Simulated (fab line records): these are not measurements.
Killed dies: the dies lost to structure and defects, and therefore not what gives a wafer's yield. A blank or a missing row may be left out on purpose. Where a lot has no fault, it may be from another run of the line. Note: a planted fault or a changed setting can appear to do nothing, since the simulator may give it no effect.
The tool behind it: which one? :: flow n5-finfet :: 14 lots with 41 wafers sampled at 7 steps, on a route of 1938 steps

== WHAT THE GAUGES READ, wafer by wafer ==
N5_FIN_SAQP_THK_MEAS_05.
lot: L369
measured: day 1 21:17
on: film-metro-02
thk-nm (nm): 38.1 38.7 38.3

lot: L370
measured: day 2 03:05
on: film-metro-01
thk-nm (nm): 37.5 37.7 38.2

lot: L371
measured: day 2 09:34
on: film-metro-02
thk-nm (nm): 36.9 37.5 38.3

lot: L372
measured: day 2 16:16
on: film-metro-01
thk-nm (nm): 38.5 38.4

lot: L373
measured: day 2 21:18
on: film-metro-01
thk-nm (nm): 37.3 38.1 38.7

lot: L374
measured: day 3 03:50
on: film-metro-01
thk-nm (nm): 37.8 37.9 38.2

lot: L379
measured: day 4 09:13
on: film-metro-02
thk-nm (nm): 37.9 38.6 38.8

lot: L380
measured: day 4 18:10
on: film-metro-01
thk-nm (nm): 35.5 37.8 38.0

lot: L382
measured: day 5 03:41
on: film-metro-02
thk-nm (nm): 35.5 37.8 38.1

lot: L385
measured: day 5 21:03
on: film-metro-02
thk-nm (nm): 37.0 37.2 37.8

lot: L387
measured: day 6 09:50
on: film-metro-02
thk-nm (nm): 37.6 37.3 38.0

lot: L388
measured: day 6 15:16
on: film-metro-01
thk-nm (nm): 37.6 38.1 38.0

lot: L391
measured: day 7 08:41
on: film-metro-01
thk-nm (nm): 37.4 37.6 38.4

lot: L392
measured: day 7 14:48
on: film-metro-02
thk-nm (nm): 37.8 37.8 38.3

N5_BEOL_M4_RC_MEAS_101.
lot: L369
measured: day 9 08:02
on: prober-02
DIBL_N (mV/V): 36.5 36.4 35.1
DIBL_P (mV/V): 36.9 36.1 35.6
IOFF_N (nA/um): 0.170 0.159 0.143
IOFF_P (nA/um): 0.23 0.22 0.22
ION_N (uA/um): 681 664 675
ION_P (uA/um): 467 457 469
SS_N (mV/dec): 72.2 72.2 72.0
SS_P (mV/dec): 73.9 73.9 73.2
VT_N (mV): 246 251 252
VT_P (mV): -247 -246 -246

lot: L370
measured: day 9 11:49
on: prober-02
DIBL_N (mV/V): 36.7 36.7 33.5
DIBL_P (mV/V): 35.8 35.5 31.3
IOFF_N (nA/um): 0.154 0.141 0.101
IOFF_P (nA/um): 0.20 0.19 0.15
ION_N (uA/um): 674 657 650
ION_P (uA/um): 462 454 450
SS_N (mV/dec): 72.0 71.0 71.0
SS_P (mV/dec): 73.0 73.0 72.1
VT_N (mV): 251 254 255
VT_P (mV): -253 -254 -256

lot: L371
measured: day 9 13:56
on: prober-02
DIBL_N (mV/V): 37.0 35.3 35.9
DIBL_P (mV/V): 37.4 34.5 34.9
IOFF_N (nA/um): 0.162 0.136 0.135
IOFF_P (nA/um): 0.21 0.17 0.18
ION_N (uA/um): 683 675 659
ION_P (uA/um): 468 464 451
SS_N (mV/dec): 70.9 71.0 70.8
SS_P (mV/dec): 74.1 72.6 73.1
VT_N (mV): 248 249 252
VT_P (mV): -250 -253 -255

lot: L372
measured: day 9 22:49
on: prober-01
DIBL_N (mV/V): 36.7 35.8
DIBL_P (mV/V): 37.3 35.5
IOFF_N (nA/um): 0.176 0.165
IOFF_P (nA/um): 0.21 0.19
ION_N (uA/um): 670 667
ION_P (uA/um): 452 456
SS_N (mV/dec): 71.8 71.8
SS_P (mV/dec): 73.2 73.5
VT_N (mV): 251 247
VT_P (mV): -251 -254

lot: L373
measured: day 10 03:13
on: prober-01
DIBL_N (mV/V): 37.4 35.9 37.2
DIBL_P (mV/V): 36.7 35.6 37.0
IOFF_N (nA/um): 0.151 0.125 0.155
IOFF_P (nA/um): 0.20 0.18 0.20
ION_N (uA/um): 674 656 680
ION_P (uA/um): 461 455 463
SS_N (mV/dec): 71.8 71.3 72.1
SS_P (mV/dec): 73.6 73.2 73.6
VT_N (mV): 253 255 250
VT_P (mV): -252 -250 -253

lot: L374
measured: day 10 22:27
on: prober-01
DIBL_N (mV/V): 33.6 36.9 34.7
DIBL_P (mV/V): 34.2 38.5 35.2
IOFF_N (nA/um): 0.113 0.172 0.136
IOFF_P (nA/um): 0.19 0.26 0.21
ION_N (uA/um): 644 676 673
ION_P (uA/um): 456 473 473
SS_N (mV/dec): 71.4 71.7 71.2
SS_P (mV/dec): 72.4 73.6 72.9
VT_N (mV): 255 248 253
VT_P (mV): -247 -245 -248

lot: L379
measured: day 11 12:44
on: prober-02
DIBL_N (mV/V): 35.8 35.1 36.3
DIBL_P (mV/V): 35.9 35.9 36.2
IOFF_N (nA/um): 0.134 0.132 0.141
IOFF_P (nA/um): 0.17 0.18 0.17
ION_N (uA/um): 677 669 662
ION_P (uA/um): 452 467 451
SS_N (mV/dec): 71.8 71.2 71.6
SS_P (mV/dec): 72.7 72.4 73.2
VT_N (mV): 252 252 253
VT_P (mV): -258 -256 -258

lot: L380
measured: day 12 11:36
on: prober-01
DIBL_N (mV/V): 36.4 38.6 37.3
DIBL_P (mV/V): 35.4 38.0 37.2
IOFF_N (nA/um): 0.125 0.185 0.154
IOFF_P (nA/um): 0.18 0.22 0.21
ION_N (uA/um): 646 681 669
ION_P (uA/um): 447 456 456
SS_N (mV/dec): 71.9 72.4 72.3
SS_P (mV/dec): 72.8 73.0 73.1
VT_N (mV): 260 249 253
VT_P (mV): -257 -249 -252

lot: L382
measured: day 11 22:16
on: prober-02
DIBL_N (mV/V): 38.1 36.2 37.5
DIBL_P (mV/V): 39.5 37.3 38.8
IOFF_N (nA/um): 0.182 0.152 0.176
IOFF_P (nA/um): 0.22 0.19 0.21
ION_N (uA/um): 678 668 679
ION_P (uA/um): 456 456 458
SS_N (mV/dec): 71.8 71.5 72.1
SS_P (mV/dec): 73.7 73.2 73.5
VT_N (mV): 249 251 249
VT_P (mV): -252 -254 -252

lot: L385
measured: day 13 13:57
on: prober-01
DIBL_N (mV/V): 37.7 34.9 34.7
DIBL_P (mV/V): 38.1 35.4 34.2
IOFF_N (nA/um): 0.196 0.150 0.131
IOFF_P (nA/um): 0.22 0.18 0.16
ION_N (uA/um): 686 691 664
ION_P (uA/um): 459 471 449
SS_N (mV/dec): 71.2 71.1 70.7
SS_P (mV/dec): 73.9 72.9 72.5
VT_N (mV): 244 247 250
VT_P (mV): -251 -252 -255

lot: L387
measured: day 13 06:11
on: prober-02
DIBL_N (mV/V): 35.6 35.3 36.1
DIBL_P (mV/V): 35.8 35.7 35.7
IOFF_N (nA/um): 0.151 0.146 0.150
IOFF_P (nA/um): 0.20 0.20 0.20
ION_N (uA/um): 687 674 673
ION_P (uA/um): 469 461 459
SS_N (mV/dec): 71.3 70.9 71.2
SS_P (mV/dec): 73.7 73.4 72.6
VT_N (mV): 250 248 249
VT_P (mV): -250 -251 -249

lot: L388
measured: day 14 05:24
on: prober-02
DIBL_N (mV/V): 35.8 33.6 34.9
DIBL_P (mV/V): 34.9 31.3 33.4
IOFF_N (nA/um): 0.155 0.109 0.135
IOFF_P (nA/um): 0.19 0.14 0.17
ION_N (uA/um): 680 653 674
ION_P (uA/um): 462 449 463
SS_N (mV/dec): 71.8 71.5 71.9
SS_P (mV/dec): 72.8 73.0 72.8
VT_N (mV): 249 257 250
VT_P (mV): -252 -256 -253

lot: L391
measured: day 15 06:46
on: prober-01
DIBL_N (mV/V): 35.3 35.7 37.0
DIBL_P (mV/V): 36.1 36.1 37.1
IOFF_N (nA/um): 0.156 0.171 0.177
IOFF_P (nA/um): 0.23 0.22 0.23
ION_N (uA/um): 681 677 676
ION_P (uA/um): 467 468 465
SS_N (mV/dec): 71.0 71.2 71.9
SS_P (mV/dec): 73.7 74.0 74.4
VT_N (mV): 248 249 251
VT_P (mV): -249 -250 -250

lot: L392
measured: day 15 11:20
on: prober-02
DIBL_N (mV/V): 34.3 31.8 33.2
DIBL_P (mV/V): 34.4 30.1 32.1
IOFF_N (nA/um): 0.129 0.087 0.113
IOFF_P (nA/um): 0.17 0.11 0.14
ION_N (uA/um): 655 632 658
ION_P (uA/um): 454 435 449
SS_N (mV/dec): 70.4 71.7 71.2
SS_P (mV/dec): 72.7 71.6 72.2
VT_N (mV): 250 259 255
VT_P (mV): -253 -261 -258

== EACH LOT AND THE TOOL THAT RAN IT (in order: tool; ch and the chambers of the sampled wafers; start) ==
lot: L369
N5_PMOS_HMC_CHANNEL_EPI_DESCUM_14: rie-diel-03 ch 0,1,3, day 1 17:55
N5_FIN_SAQP_DENSIFY_62: rtp-anneal-01 ch 0, day 1 21:02
N5_FIN_SAQP_HM_DEP_03: pecvd-01 ch 0,1,2, day 1 21:11
N5_FIN_SAQP_PECVD_48: pecvd-02 ch 1, day 1 21:29
N5_FIN_SAQP_HM_OPEN_33: rie-diel-06 ch 0,1,2, day 2 02:17

lot: L370
N5_PMOS_HMC_CHANNEL_EPI_DESCUM_14: rie-diel-01 ch 1,3, day 1 23:40
N5_FIN_SAQP_DENSIFY_62: rtp-anneal-01 ch 0, day 2 02:48
N5_FIN_SAQP_HM_DEP_03: pecvd-01 ch 1,2, day 2 03:00
N5_FIN_SAQP_PECVD_48: pecvd-02 ch 1,2, day 2 03:10
N5_FIN_SAQP_HM_OPEN_33: rie-diel-05 ch 0,2, day 2 07:56

lot: L371
N5_PMOS_HMC_CHANNEL_EPI_DESCUM_14: rie-diel-01 ch 0,1, day 2 05:23
N5_FIN_SAQP_DENSIFY_62: rtp-anneal-01 ch 0, day 2 09:16
N5_FIN_SAQP_HM_DEP_03: pecvd-02 ch 1,2, day 2 09:29
N5_FIN_SAQP_PECVD_48: pecvd-04 ch 0,2, day 2 09:39
N5_FIN_SAQP_HM_OPEN_33: rie-diel-06 ch 0,3, day 2 14:16

lot: L372
N5_PMOS_HMC_CHANNEL_EPI_DESCUM_14: rie-diel-01 ch 2, day 2 12:37
N5_FIN_SAQP_DENSIFY_62: rtp-anneal-01 ch 0, day 2 16:00
N5_FIN_SAQP_HM_DEP_03: pecvd-04 ch 1,2, day 2 16:11
N5_FIN_SAQP_PECVD_48: pecvd-02 ch 0, day 2 16:21
N5_FIN_SAQP_HM_OPEN_33: rie-diel-06 ch 0,2, day 2 21:09

lot: L373
N5_PMOS_HMC_CHANNEL_EPI_DESCUM_14: rie-diel-04 ch 0,1,3, day 2 17:37
N5_FIN_SAQP_DENSIFY_62: rtp-anneal-02 ch 0, day 2 20:58
N5_FIN_SAQP_HM_DEP_03: pecvd-01 ch 0,1, day 2 21:11
N5_FIN_SAQP_PECVD_48: pecvd-04 ch 0,2, day 2 21:23
N5_FIN_SAQP_HM_OPEN_33: rie-diel-05 ch 0,1,2, day 3 01:47

lot: L374
N5_PMOS_HMC_CHANNEL_EPI_DESCUM_14: rie-diel-01 ch 1,2, day 2 23:45
N5_FIN_SAQP_DENSIFY_62: rtp-anneal-01 ch 0, day 3 03:32
N5_FIN_SAQP_HM_DEP_03: pecvd-04 ch 0,1, day 3 03:45
N5_FIN_SAQP_PECVD_48: pecvd-01 ch 0, day 3 03:56
N5_FIN_SAQP_HM_OPEN_33: rie-diel-05 ch 0,1, day 3 08:33

lot: L379
N5_PMOS_HMC_CHANNEL_EPI_DESCUM_14: rie-diel-01 ch 2,3, day 4 05:37
N5_FIN_SAQP_DENSIFY_62: rtp-anneal-01 ch 0, day 4 08:55
N5_FIN_SAQP_HM_DEP_03: pecvd-01 ch 0,2, day 4 09:07
N5_FIN_SAQP_PECVD_48: pecvd-04 ch 0,2, day 4 09:17
N5_FIN_SAQP_HM_OPEN_33: rie-diel-06 ch 0,1,3, day 4 13:50

lot: L380
N5_PMOS_HMC_CHANNEL_EPI_DESCUM_14: rie-diel-04 ch 0,1,3, day 4 11:13
N5_FIN_SAQP_DENSIFY_62: rtp-anneal-01 ch 0, day 4 17:52
N5_FIN_SAQP_HM_DEP_03: pecvd-01 ch 1,2, day 4 18:05
N5_FIN_SAQP_PECVD_48: pecvd-02 ch 1,2, day 4 18:14
N5_FIN_SAQP_HM_OPEN_33: rie-diel-05 ch 0,1,3, day 4 22:43

lot: L382
N5_PMOS_HMC_CHANNEL_EPI_DESCUM_14: rie-diel-03 ch 2,3, day 4 23:26
N5_FIN_SAQP_DENSIFY_62: rtp-anneal-01 ch 0, day 5 03:23
N5_FIN_SAQP_HM_DEP_03: pecvd-01 ch 0,2, day 5 03:34
N5_FIN_SAQP_PECVD_48: pecvd-02 ch 1,2, day 5 03:46
N5_FIN_SAQP_HM_OPEN_33: rie-diel-06 ch 0,1,2, day 5 08:59

lot: L385
N5_PMOS_HMC_CHANNEL_EPI_DESCUM_14: rie-diel-03 ch 1,2,3, day 5 17:30
N5_FIN_SAQP_DENSIFY_62: rtp-anneal-02 ch 0, day 5 20:45
N5_FIN_SAQP_HM_DEP_03: pecvd-04 ch 0,1, day 5 20:58
N5_FIN_SAQP_PECVD_48: pecvd-01 ch 0,2, day 5 21:08
N5_FIN_SAQP_HM_OPEN_33: rie-diel-06 ch 0,3, day 6 03:47

lot: L387
N5_PMOS_HMC_CHANNEL_EPI_DESCUM_14: rie-diel-01 ch 0,1,2, day 6 06:04
N5_FIN_SAQP_DENSIFY_62: rtp-anneal-02 ch 0, day 6 09:34
N5_FIN_SAQP_HM_DEP_03: pecvd-02 ch 0,1,2, day 6 09:45
N5_FIN_SAQP_PECVD_48: pecvd-04 ch 0,1, day 6 09:55
N5_FIN_SAQP_HM_OPEN_33: rie-diel-05 ch 0,1,2, day 6 14:26

lot: L388
N5_PMOS_HMC_CHANNEL_EPI_DESCUM_14: rie-diel-04 ch 0,3, day 6 11:12
N5_FIN_SAQP_DENSIFY_62: rtp-anneal-02 ch 0, day 6 14:58
N5_FIN_SAQP_HM_DEP_03: pecvd-02 ch 0,2, day 6 15:11
N5_FIN_SAQP_PECVD_48: pecvd-04 ch 0,1, day 6 15:21
N5_FIN_SAQP_HM_OPEN_33: rie-diel-05 ch 0,2, day 6 20:46

lot: L391
N5_PMOS_HMC_CHANNEL_EPI_DESCUM_14: rie-diel-03 ch 0,2,3, day 7 05:13
N5_FIN_SAQP_DENSIFY_62: rtp-anneal-02 ch 0, day 7 08:23
N5_FIN_SAQP_HM_DEP_03: pecvd-02 ch 0,1, day 7 08:36
N5_FIN_SAQP_PECVD_48: pecvd-01 ch 0,1,2, day 7 08:46
N5_FIN_SAQP_HM_OPEN_33: rie-diel-06 ch 0,2,3, day 7 13:11

lot: L392
N5_PMOS_HMC_CHANNEL_EPI_DESCUM_14: rie-diel-04 ch 1,3, day 7 11:24
N5_FIN_SAQP_DENSIFY_62: rtp-anneal-02 ch 0, day 7 14:30
N5_FIN_SAQP_HM_DEP_03: pecvd-02 ch 0,2, day 7 14:43
N5_FIN_SAQP_PECVD_48: pecvd-04 ch 1,2, day 7 14:53
N5_FIN_SAQP_HM_OPEN_33: rie-diel-05 ch 0,3, day 7 19:34
- N5_PMOS_HMC_CHANNEL_EPI_DESCUM_14: chemistry O2, time 7.9 s.
- N5_FIN_SAQP_DENSIFY_62: time 60 s.
- N5_FIN_SAQP_HM_DEP_03: deposits SiNx from SiH4/NH3/N2, target thk 38 nm, time 33.6 s.
- N5_FIN_SAQP_PECVD_48: deposits SiNx from SiH4/NH3/N2, target thk 25 nm, time 22.1 s.
- N5_FIN_SAQP_HM_OPEN_33: chemistry CH3F/O2, target SiNx, target depth 49.4 nm, time 70.6 s.

== AS READ BY THE TOOLS THEMSELVES (means over the sampled wafers that have a number; for cases with no such wafer, the mark the record gives instead) ==
N5_PMOS_HMC_CHANNEL_EPI_DESCUM_14.
lot: L369
tool: rie-diel-03
drypump-motor-current-A (A): 5.8
oes-product-au (a.u.): 0.82
rf-vpp-V (V): 243.0
showerhead-plenum-p-Torr (Torr): 2.12
throttle-valve-pct (%): 20.59

lot: L370
tool: rie-diel-01
drypump-motor-current-A (A): 6.2
oes-product-au (a.u.): 0.76
rf-vpp-V (V): 242.6
showerhead-plenum-p-Torr (Torr): 2.07
throttle-valve-pct (%): 20.40

lot: L371
tool: rie-diel-01
drypump-motor-current-A (A): 6.2
oes-product-au (a.u.): 0.73
rf-vpp-V (V): 242.5
showerhead-plenum-p-Torr (Torr): 2.02
throttle-valve-pct (%): 20.43

lot: L372
tool: rie-diel-01
drypump-motor-current-A (A): 5.7
oes-product-au (a.u.): 0.81
rf-vpp-V (V): 244.3
showerhead-plenum-p-Torr (Torr): 2.17
throttle-valve-pct (%): 20.43

lot: L373
tool: rie-diel-04
drypump-motor-current-A (A): 6.0
oes-product-au (a.u.): 0.78
rf-vpp-V (V): 243.0
showerhead-plenum-p-Torr (Torr): 2.09
throttle-valve-pct (%): 20.43

lot: L374
tool: rie-diel-01
drypump-motor-current-A (A): 5.9
oes-product-au (a.u.): 0.78
rf-vpp-V (V): 243.0
showerhead-plenum-p-Torr (Torr): 2.11
throttle-valve-pct (%): 20.45

lot: L379
tool: rie-diel-01
drypump-motor-current-A (A): 5.9
oes-product-au (a.u.): 0.78
rf-vpp-V (V): 244.7
showerhead-plenum-p-Torr (Torr): 2.18
throttle-valve-pct (%): 20.37

lot: L380
tool: rie-diel-04
drypump-motor-current-A (A): 6.0
oes-product-au (a.u.): 0.77
rf-vpp-V (V): 241.7
showerhead-plenum-p-Torr (Torr): 2.09
throttle-valve-pct (%): 20.44

lot: L382
tool: rie-diel-03
drypump-motor-current-A (A): 5.3
oes-product-au (a.u.): 0.82
rf-vpp-V (V): 243.0
showerhead-plenum-p-Torr (Torr): 2.15
throttle-valve-pct (%): 20.68

lot: L385
tool: rie-diel-03
drypump-motor-current-A (A): 5.7
oes-product-au (a.u.): 0.81
rf-vpp-V (V): 243.4
showerhead-plenum-p-Torr (Torr): 2.14
throttle-valve-pct (%): 20.64

lot: L387
tool: rie-diel-01
drypump-motor-current-A (A): 6.0
oes-product-au (a.u.): 0.73
rf-vpp-V (V): 243.3
showerhead-plenum-p-Torr (Torr): 2.07
throttle-valve-pct (%): 20.43

lot: L388
tool: rie-diel-04
drypump-motor-current-A (A): 5.9
oes-product-au (a.u.): 0.75
rf-vpp-V (V): 244.0
showerhead-plenum-p-Torr (Torr): 2.10
throttle-valve-pct (%): 20.40

lot: L391
tool: rie-diel-03
drypump-motor-current-A (A): 5.4
oes-product-au (a.u.): 0.79
rf-vpp-V (V): 244.2
showerhead-plenum-p-Torr (Torr): 2.11
throttle-valve-pct (%): 20.68

lot: L392
tool: rie-diel-04
drypump-motor-current-A (A): 6.1
oes-product-au (a.u.): 0.79
rf-vpp-V (V): 242.3
showerhead-plenum-p-Torr (Torr): 2.03
throttle-valve-pct (%): 20.62

N5_FIN_SAQP_DENSIFY_62.
lot: L369
tool: rtp-anneal-01
lamp-power-pct (%): 9.84
wafer_temp_C_max: 703.1

lot: L370
tool: rtp-anneal-01
lamp-power-pct (%): 9.84
wafer_temp_C_max: 703.4

lot: L371
tool: rtp-anneal-01
lamp-power-pct (%): 9.84
wafer_temp_C_max: 703.3

lot: L372
tool: rtp-anneal-01
lamp-power-pct (%): 9.81
wafer_temp_C_max: 703.3

lot: L373
tool: rtp-anneal-02
lamp-power-pct (%): 9.86
wafer_temp_C_max: 703.1

lot: L374
tool: rtp-anneal-01
lamp-power-pct (%): 9.79
wafer_temp_C_max: 703.4

lot: L379
tool: rtp-anneal-01
lamp-power-pct (%): 9.81
wafer_temp_C_max: 702.6

lot: L380
tool: rtp-anneal-01
lamp-power-pct (%): 9.82
wafer_temp_C_max: 702.7

lot: L382
tool: rtp-anneal-01
lamp-power-pct (%): 9.82
wafer_temp_C_max: 703.2

lot: L385
tool: rtp-anneal-02
lamp-power-pct (%): 9.84
wafer_temp_C_max: 703.1

lot: L387
tool: rtp-anneal-02
lamp-power-pct (%): 9.88
wafer_temp_C_max: 703.3

lot: L388
tool: rtp-anneal-02
lamp-power-pct (%): 9.88
wafer_temp_C_max: 702.9

lot: L391
tool: rtp-anneal-02
lamp-power-pct (%): 9.91
wafer_temp_C_max: 703.7

lot: L392
tool: rtp-anneal-02
lamp-power-pct (%): 9.88
wafer_temp_C_max: 703.6

N5_FIN_SAQP_HM_DEP_03.
lot: L369
tool: pecvd-01
heater-power-w (W): 784
showerhead-plenum-p-Torr (Torr): 5.14
throttle-valve-pct (%): 42.4

lot: L370
tool: pecvd-01
heater-power-w (W): 745
showerhead-plenum-p-Torr (Torr): 5.16
throttle-valve-pct (%): 42.4

lot: L371
tool: pecvd-02
heater-power-w (W): 812
showerhead-plenum-p-Torr (Torr): 5.13
throttle-valve-pct (%): 38.8

lot: L372
tool: pecvd-04
heater-power-w (W): 798
showerhead-plenum-p-Torr (Torr): 5.14
throttle-valve-pct (%): 39.2

lot: L373
tool: pecvd-01
heater-power-w (W): 825
showerhead-plenum-p-Torr (Torr): 5.18
throttle-valve-pct (%): 40.8

lot: L374
tool: pecvd-04
heater-power-w (W): 645
showerhead-plenum-p-Torr (Torr): 5.23
throttle-valve-pct (%): 41.8

lot: L379
tool: pecvd-01
heater-power-w (W): 775
showerhead-plenum-p-Torr (Torr): 5.06
throttle-valve-pct (%): 44.2

lot: L380
tool: pecvd-01
heater-power-w (W): 857
showerhead-plenum-p-Torr (Torr): 5.16
throttle-valve-pct (%): 42.3

lot: L382
tool: pecvd-01
heater-power-w (W): 709
showerhead-plenum-p-Torr (Torr): 5.10
throttle-valve-pct (%): 42.9

lot: L385
tool: pecvd-04
heater-power-w (W): 679
showerhead-plenum-p-Torr (Torr): 5.23
throttle-valve-pct (%): 42.5

lot: L387
tool: pecvd-02
heater-power-w (W): 747
showerhead-plenum-p-Torr (Torr): 5.13
throttle-valve-pct (%): 39.5

lot: L388
tool: pecvd-02
heater-power-w (W): 837
showerhead-plenum-p-Torr (Torr): 5.12
throttle-valve-pct (%): 38.9

lot: L391
tool: pecvd-02
heater-power-w (W): 825
showerhead-plenum-p-Torr (Torr): 5.12
throttle-valve-pct (%): 40.9

lot: L392
tool: pecvd-02
heater-power-w (W): 734
showerhead-plenum-p-Torr (Torr): 5.11
throttle-valve-pct (%): 40.2

N5_FIN_SAQP_PECVD_48.
lot: L369
tool: pecvd-02
heater-power-w (W): 699
showerhead-plenum-p-Torr (Torr): 5.13
throttle-valve-pct (%): 39.4

lot: L370
tool: pecvd-02
heater-power-w (W): 827
showerhead-plenum-p-Torr (Torr): 5.13
throttle-valve-pct (%): 38.0

lot: L371
tool: pecvd-04
heater-power-w (W): 677
showerhead-plenum-p-Torr (Torr): 5.16
throttle-valve-pct (%): 40.9

lot: L372
tool: pecvd-02
heater-power-w (W): 790
showerhead-plenum-p-Torr (Torr): 5.11
throttle-valve-pct (%): 41.8

lot: L373
tool: pecvd-04
heater-power-w (W): 673
showerhead-plenum-p-Torr (Torr): 5.17
throttle-valve-pct (%): 40.9

lot: L374
tool: pecvd-01
heater-power-w (W): 785
showerhead-plenum-p-Torr (Torr): 5.13
throttle-valve-pct (%): 41.5

lot: L379
tool: pecvd-04
heater-power-w (W): 823
showerhead-plenum-p-Torr (Torr): 5.10
throttle-valve-pct (%): 39.1

lot: L380
tool: pecvd-02
heater-power-w (W): 716
showerhead-plenum-p-Torr (Torr): 5.13
throttle-valve-pct (%): 38.0

lot: L382
tool: pecvd-02
heater-power-w (W): 737
showerhead-plenum-p-Torr (Torr): 5.14
throttle-valve-pct (%): 38.1

lot: L385
tool: pecvd-01
heater-power-w (W): 753
showerhead-plenum-p-Torr (Torr): 5.09
throttle-valve-pct (%): 43.0

lot: L387
tool: pecvd-04
heater-power-w (W): 661
showerhead-plenum-p-Torr (Torr): 5.22
throttle-valve-pct (%): 42.5

lot: L388
tool: pecvd-04
heater-power-w (W): 714
showerhead-plenum-p-Torr (Torr): 5.23
throttle-valve-pct (%): 42.5

lot: L391
tool: pecvd-01
heater-power-w (W): 756
showerhead-plenum-p-Torr (Torr): 5.14
throttle-valve-pct (%): 42.6

lot: L392
tool: pecvd-04
heater-power-w (W): 794
showerhead-plenum-p-Torr (Torr): 5.16
throttle-valve-pct (%): 40.1

N5_FIN_SAQP_HM_OPEN_33.
lot: L369
tool: rie-diel-06
drypump-motor-current-A (A): 5.9
etch-rf-on-time-s (s): 71.3
oes-product-au (a.u.): 0.59
rf-vpp-V (V): 301
showerhead-plenum-p-Torr (Torr): 2.03
throttle-valve-pct (%): 16.47

lot: L370
tool: rie-diel-05
drypump-motor-current-A (A): 6.0
etch-rf-on-time-s (s): 69.9
oes-product-au (a.u.): 0.63
rf-vpp-V (V): 299
showerhead-plenum-p-Torr (Torr): 2.01
throttle-valve-pct (%): 16.41

lot: L371
tool: rie-diel-06
drypump-motor-current-A (A): 5.8
etch-rf-on-time-s (s): 70.6
oes-product-au (a.u.): 0.60
rf-vpp-V (V): 297
showerhead-plenum-p-Torr (Torr): 2.03
throttle-valve-pct (%): 16.47

lot: L372
tool: rie-diel-06
drypump-motor-current-A (A): 6.0
etch-rf-on-time-s (s): 71.2
oes-product-au (a.u.): 0.60
rf-vpp-V (V): 304
showerhead-plenum-p-Torr (Torr): 2.02
throttle-valve-pct (%): 16.48

lot: L373
tool: rie-diel-05
drypump-motor-current-A (A): 5.7
etch-rf-on-time-s (s): 69.9
oes-product-au (a.u.): 0.64
rf-vpp-V (V): 297
showerhead-plenum-p-Torr (Torr): 2.00
throttle-valve-pct (%): 16.41

lot: L374
tool: rie-diel-05
drypump-motor-current-A (A): 5.9
etch-rf-on-time-s (s): 69.0
oes-product-au (a.u.): 0.65
rf-vpp-V (V): 297
showerhead-plenum-p-Torr (Torr): 2.00
throttle-valve-pct (%): 16.46

lot: L379
tool: rie-diel-06
drypump-motor-current-A (A): 5.8
etch-rf-on-time-s (s): 70.1
oes-product-au (a.u.): 0.75
rf-vpp-V (V): 295
showerhead-plenum-p-Torr (Torr): 2.02
throttle-valve-pct (%): 16.16

lot: L380
tool: rie-diel-05
drypump-motor-current-A (A): 5.6
etch-rf-on-time-s (s): 67.6
oes-product-au (a.u.): 0.70
rf-vpp-V (V): 295
showerhead-plenum-p-Torr (Torr): 2.01
throttle-valve-pct (%): 16.33

lot: L382
tool: rie-diel-06
drypump-motor-current-A (A): 5.9
etch-rf-on-time-s (s): 68.1
oes-product-au (a.u.): 0.72
rf-vpp-V (V): 301
showerhead-plenum-p-Torr (Torr): 2.02
throttle-valve-pct (%): 16.19

lot: L385
tool: rie-diel-06
drypump-motor-current-A (A): 5.8
etch-rf-on-time-s (s): 68.0
oes-product-au (a.u.): 0.74
rf-vpp-V (V): 297
showerhead-plenum-p-Torr (Torr): 2.02
throttle-valve-pct (%): 16.22

lot: L387
tool: rie-diel-05
drypump-motor-current-A (A): 5.7
etch-rf-on-time-s (s): 69.3
oes-product-au (a.u.): 0.62
rf-vpp-V (V): 297
showerhead-plenum-p-Torr (Torr): 1.99
throttle-valve-pct (%): 16.46

lot: L388
tool: rie-diel-05
drypump-motor-current-A (A): 5.7
etch-rf-on-time-s (s): 71.2
oes-product-au (a.u.): 0.60
rf-vpp-V (V): 298
showerhead-plenum-p-Torr (Torr): 1.99
throttle-valve-pct (%): 16.44

lot: L391
tool: rie-diel-06
drypump-motor-current-A (A): 6.0
etch-rf-on-time-s (s): 69.1
oes-product-au (a.u.): 0.67
rf-vpp-V (V): 298
showerhead-plenum-p-Torr (Torr): 2.00
throttle-valve-pct (%): 16.34

lot: L392
tool: rie-diel-05
drypump-motor-current-A (A): 5.9
etch-rf-on-time-s (s): 68.8
oes-product-au (a.u.): 0.66
rf-vpp-V (V): 296
showerhead-plenum-p-Torr (Torr): 2.01
throttle-valve-pct (%): 16.39

== THE ANSWER, worked out from the rows above alone ==
Rule: what is usual is taken from the lots themselves. Put in order of their means at a reading, lots are off if they are a third of the lots or fewer, leave a main group of 4 or more, and stand apart from it by a gap of 3 or more times the standard deviation of the main group's means; of several such gaps the widest counts. If all means in a main group match to the digits the tables above print for the reading, that group is not used. A lot without any number at a reading at which 4 lots or more have one is off too. All remaining lots with rows at the step are treated as sound. Order of review: gauges by route order, followed by the tools' own readings, for which a lot's mean as printed above is used. At the first step where some lot is off, the reading lying furthest off is the one used; lots without a number count as furthest.
None of the lots is off at any reading shown; this tells nothing.

== WHAT THE SIMULATOR HAD INSERTED ==
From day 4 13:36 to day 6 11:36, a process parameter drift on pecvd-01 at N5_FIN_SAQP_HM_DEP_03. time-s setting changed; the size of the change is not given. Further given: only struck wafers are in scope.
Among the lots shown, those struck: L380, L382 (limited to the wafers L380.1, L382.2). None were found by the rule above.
